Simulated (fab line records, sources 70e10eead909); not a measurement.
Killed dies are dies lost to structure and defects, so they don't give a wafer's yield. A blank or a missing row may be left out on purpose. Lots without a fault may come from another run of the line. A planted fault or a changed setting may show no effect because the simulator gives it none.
Chamber matching | flow nand_harc | NHARC_P_GATE_ETCH_104 on rie_diel-08: 4 sister chambers
The step etches the open film in CF4/CHF3, target depth 60 nm. 18 wafers are shown with their chamber, then 9 later ones without.

WAFERS WITH THEIR CHAMBER
wafer  | chamber | drypump_motor_current_A (A) | showerhead_plenum_p_Torr (Torr) | rf_vpp_V (V)
L075.1 | 1       | 5.9                         | 1.61                            | 371.3
L075.3 | 3       | 6.6                         | 1.48                            | 367.3
L075.4 | 0       | 5.7                         | 1.55                            | 369.9
L078.3 | 1       | 5.9                         | 1.61                            | 370.6
L078.4 | 0       | 5.7                         | 1.55                            | 369.1
L078.6 | 1       | 5.9                         | 1.61                            | 372.8
L080.1 | 3       | 6.6                         | 1.48                            | 367.5
L080.4 | 0       | 5.7                         | 1.55                            | 369.3
L080.6 | 0       | 5.6                         | 1.55                            | 368.7
L081.1 | 1       | 5.9                         | 1.60                            | 374.5
L081.4 | 0       | 5.7                         | 1.55                            | 367.7
L081.6 | 0       | 5.7                         | 1.55                            | 369.5
L085.1 | 0       | 5.7                         | 1.55                            | 369.2
L085.5 | 3       | 6.6                         | 1.47                            | 367.4
L085.6 | 0       | 5.7                         | 1.55                            | 369.0
L088.1 | 1       | 5.9                         | 1.60                            | 370.8
L088.3 | 2       | 6.5                         | 1.60                            | 370.0
L088.4 | 3       | 6.6                         | 1.47                            | 367.8

SIGNATURES (means of the wafers above)
reading                  | chamber 0 | chamber 1 | chamber 2 | chamber 3 | scatter within a chamber
drypump_motor_current_A  | 5.688     | 5.900     | 6.500     | 6.600     | 0.025
showerhead_plenum_p_Torr | 1.5500    | 1.6060    | 1.6000    | 1.4750    | 0.00396
rf_vpp_V                 | 369.050   | 372.000   | 370.000   | 367.500   | 0.996
Rule: a wafer's distance from a chamber is the root of the sum, over the readings, of the square of ((its reading less the chamber's mean) divided by the reading's scatter). The wafer belongs to the nearest chamber; if the next one is less than 2 further off, it can't be placed. The scatter: the root of (the sum of the squares of (reading less its chamber's mean) over the shown wafers, divided by (wafers less chambers)).

WAFERS WITHOUT THEIR CHAMBER
wafer  | drypump_motor_current_A (A) | showerhead_plenum_p_Torr (Torr) | rf_vpp_V (V)
L090.1 | 5.7                         | 1.55                            | 370.7
L090.4 | 6.6                         | 1.47                            | 367.7
L090.6 | 6.5                         | 1.60                            | 372.3
L092.1 | 5.7                         | 1.55                            | 368.7
L092.5 | 5.9                         | 1.60                            | 370.1
L092.6 | 6.5                         | 1.60                            | 371.4
L094.2 | 5.7                         | 1.55                            | 370.0
L094.5 | 5.6                         | 1.55                            | 368.8
L094.6 | 6.6                         | 1.47                            | 366.3

WHICH CHAMBER EACH WENT THROUGH
wafer  | from the rows above | in truth
L090.1 | 0                   | 0
L090.4 | 3                   | 3
L090.6 | 2                   | 2
L092.1 | 0                   | 0
L092.5 | 1                   | 1
L092.6 | 2                   | 2
L094.2 | 0                   | 0
L094.5 | 0                   | 0
L094.6 | 3                   | 3
Placed correctly: 9 of 9. Can't be placed from these rows: 0. Placed wrongly: 0.
